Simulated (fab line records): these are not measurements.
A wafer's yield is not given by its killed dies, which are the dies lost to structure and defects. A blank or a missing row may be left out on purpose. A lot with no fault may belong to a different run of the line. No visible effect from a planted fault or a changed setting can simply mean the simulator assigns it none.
Matching of chambers + flow n5_finfet + pecvd-01 running N5_BEOL_M2_ILD_DEP_00: 3 sister chambers
The step deposits SiOC from DEMS/O2, target thk 79 nm, time 15.3 s. 15 wafers are shown with their chamber, then 7 later ones without.

EACH WAFER AND ITS CHAMBER
| wafer  | chamber | throttle_valve_pct (%) | heater_power_w (W) | showerhead_plenum_p_Torr (Torr) |
|--------|---------|------------------------|--------------------|---------------------------------|
| L187.2 | 1       | 11.3                   | 494                | 5.732                           |
| L187.6 | 2       | 11.1                   | 346                | 5.709                           |
| L189.2 | 0       | 12.5                   | 478                | 5.695                           |
| L189.3 | 2       | 11.0                   | 365                | 5.714                           |
| L189.4 | 1       | 11.3                   | 471                | 5.706                           |
| L191.1 | 1       | 11.1                   | 475                | 5.738                           |
| L191.2 | 2       | 11.3                   | 391                | 5.713                           |
| L191.6 | 0       | 12.5                   | 425                | 5.686                           |
| L195.3 | 0       | 12.7                   | 453                | 5.695                           |
| L195.6 | 2       | 10.9                   | 370                | 5.710                           |
| L196.3 | 0       | 12.9                   | 447                | 5.697                           |
| L196.5 | 0       | 12.5                   | 452                | 5.674                           |
| L196.6 | 2       | 11.2                   | 360                | 5.700                           |
| L203.1 | 0       | 12.7                   | 457                | 5.689                           |
| L203.3 | 2       | 11.3                   | 393                | 5.707                           |

SIGNATURES (means of the wafers above)
| reading                  | chamber 0 | chamber 1 | chamber 2 | scatter within a chamber |
|--------------------------|-----------|-----------|-----------|--------------------------|
| throttle_valve_pct       | 12.633    | 11.233    | 11.133    | 0.156                    |
| heater_power_w           | 452.00    | 480.00    | 370.83    | 16.9                     |
| showerhead_plenum_p_Torr | 5.68933   | 5.72533   | 5.70883   | 0.00946                  |
Rule: for a wafer and a chamber, the distance is found by dividing, reading by reading, the gap between the wafer's reading and the chamber's mean by the reading's scatter, squaring, summing and taking the root. The wafer belongs to the nearest chamber; if the next one is less than 2 further off, it can't be placed. The scatter: the root of (the sum of the squares of (reading less its chamber's mean) over the shown wafers, divided by (wafers less chambers)).

WAFERS WITH NO CHAMBER GIVEN
| wafer  | throttle_valve_pct (%) | heater_power_w (W) | showerhead_plenum_p_Torr (Torr) |
|--------|------------------------|--------------------|---------------------------------|
| L203.6 | 11.2                   | 539                | 5.716                           |
| L205.1 | 11.1                   | 322                | 5.705                           |
| L205.3 | 12.6                   | 466                | 5.691                           |
| L205.6 | 10.9                   | 324                | 5.708                           |
| L206.1 | 12.9                   | 472                | 5.695                           |
| L206.5 | 11.0                   | 531                | 5.712                           |
| L206.6 | 12.6                   | 479                | 5.687                           |

CHAMBER TAKEN BY EACH
| wafer  | from the rows above | in truth |
|--------|---------------------|----------|
| L203.6 | 1                   | 1        |
| L205.1 | 2                   | 2        |
| L205.3 | 0                   | 0        |
| L205.6 | 2                   | 2        |
| L206.1 | 0                   | 0        |
| L206.5 | 1                   | 1        |
| L206.6 | 0                   | 0        |
7 of 7 placed correctly. Number that these rows cannot place: 0. Wrongly placed: 0.
